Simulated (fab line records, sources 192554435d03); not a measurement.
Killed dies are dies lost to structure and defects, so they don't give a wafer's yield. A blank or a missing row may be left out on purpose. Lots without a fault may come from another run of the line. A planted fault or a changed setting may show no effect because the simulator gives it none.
Split-lot experiment | flow n5_finfet | 7 lots, 21 wafers read, on a route of 1938 steps

THE SPLIT
At N5_MOL_CONTACT_COAG_VIA_ETCH_46 (etches SiO2 in C4F6/O2, target depth 46 nm, overetch 9.2 nm, time 40 s), the setting bias_w was moved away from the recipe's 455 W on 9 of the 21 wafers read, by -15.2% to +16.7%. The other wafers ran this setting at the recipe's value.

The reading is taken at the split's own step.

THE READING
rf_vpp_V, in V, at N5_MOL_CONTACT_COAG_VIA_ETCH_46 (etches SiO2 in C4F6/O2, target depth 46 nm, overetch 9.2 nm, time 40 s). Fault-free wafers of this fab line usually give 1572 V, standard deviation 28 V.

wafer  | tool, chamber at the split | bias_w as run, W | against the recipe | rf_vpp_V, V | against lot-mates on the recipe
L074.2 | rie_diel-06, 3             | 455              | recipe             | 1572        | -
L074.4 | rie_diel-06, 1             | 455              | recipe             | 1618        | -
L074.6 | rie_diel-06, 0             | 529.5            | +16.4%             | 1689        | +94
L075.2 | rie_diel-01, 0             | 404.4            | -11.1%             | 1425        | -140
L075.4 | rie_diel-01, 1             | 455              | recipe             | 1565        | -
L075.6 | rie_diel-01, 2             | 404.4            | -11.1%             | 1471        | -94
L082.3 | rie_diel-01, 0             | 385.9            | -15.2%             | 1374        | -183
L082.4 | rie_diel-01, 0             | 455              | recipe             | 1557        | -
L082.6 | rie_diel-01, 2             | 385.9            | -15.2%             | 1419        | -138
L084.3 | rie_diel-01, 1             | 455              | recipe             | 1563        | -
L084.4 | rie_diel-01, 1             | 429.4            | -5.6%              | 1498        | -62
L084.6 | rie_diel-01, 0             | 455              | recipe             | 1557        | -
L086.1 | rie_diel-02, 0             | 455              | recipe             | 1541        | -
L086.2 | rie_diel-02, 1             | 455              | recipe             | 1577        | -
L086.6 | rie_diel-02, 2             | 455              | recipe             | 1597        | -
L093.1 | rie_diel-06, 3             | 530.8            | +16.7%             | 1758        | +226
L093.2 | rie_diel-06, 1             | 530.8            | +16.7%             | 1811        | +279
L093.4 | rie_diel-06, 0             | 455              | recipe             | 1532        | -
L095.1 | rie_diel-06, 3             | 386.7            | -15.0%             | 1389        | -210
L095.4 | rie_diel-06, 1             | 455              | recipe             | 1615        | -
L095.6 | rie_diel-06, 2             | 455              | recipe             | 1582        | -

THE FIT
A straight line over all 21 wafers: rf_vpp_V changes by +11.3 V for each +1% of bias_w; r = +0.96; the points scatter about the line by 30 V.
The same after taking each lot's own level away (the mean of its wafers on the recipe; 21 wafers): +11.7 V for each +1%; r = +0.95; scatter 36 V.
On that fit, the largest move of bias_w shifts the reading by 2e+02 V.
The lots' own levels span 1532.0 to 1598.5 V, that is 2.4 times the standard deviation above.
So the lot-to-lot level changes the slope little: the two slopes agree.
Check: with one of the wafers moved furthest among these (+16.7%) left out of the fit, the line predicts +189 V for it against its lot-mates. It came out at +226 V against them.
Tool readings at the split's step, against how far the setting was moved: rf_vpp_V r = +0.96.

OTHER SPLITS ON THESE WAFERS
These wafers also went through other splits before the reading. Each is held against what the fit with the lots' levels taken away leaves over:
other split on the same wafers                    | wafers away from the commonest value | r with rf_vpp_V (lot level and that fit taken away)
N5_PMOS_HMC_CHANNEL_EPI_PEB_07 peb_temp_c         | 6                                    | -0.40
N5_PMOS_HMC_CHANNEL_EPI_DEVELOP_08 develop_time_s | 4                                    | -0.25
N5_FIN_SAQP_PECVD_06 time_s                       | 9                                    | +0.17
N5_FIN_SAQP_DEVELOP_15 develop_time_s             | 8                                    | +0.26
N5_FIN_CUT_CUT_ETCH_15 time_s                     | 7                                    | -0.34
N5_SD_EPI_N_EXPOSE_06 dose_mj                     | 8                                    | +0.40
N5_SD_EPI_N_DESCUM_14 time_s                      | 5                                    | +0.03
N5_SDB_ETCH_17 bias_w                             | 9                                    | -0.31
N5_HKMG_FIN_ETCH_55 bias_w                        | 7                                    | -0.14

THE FILE'S OWN FIT
rf_vpp_V changes by +11.2 V for each +1% of bias_w, r = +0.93.
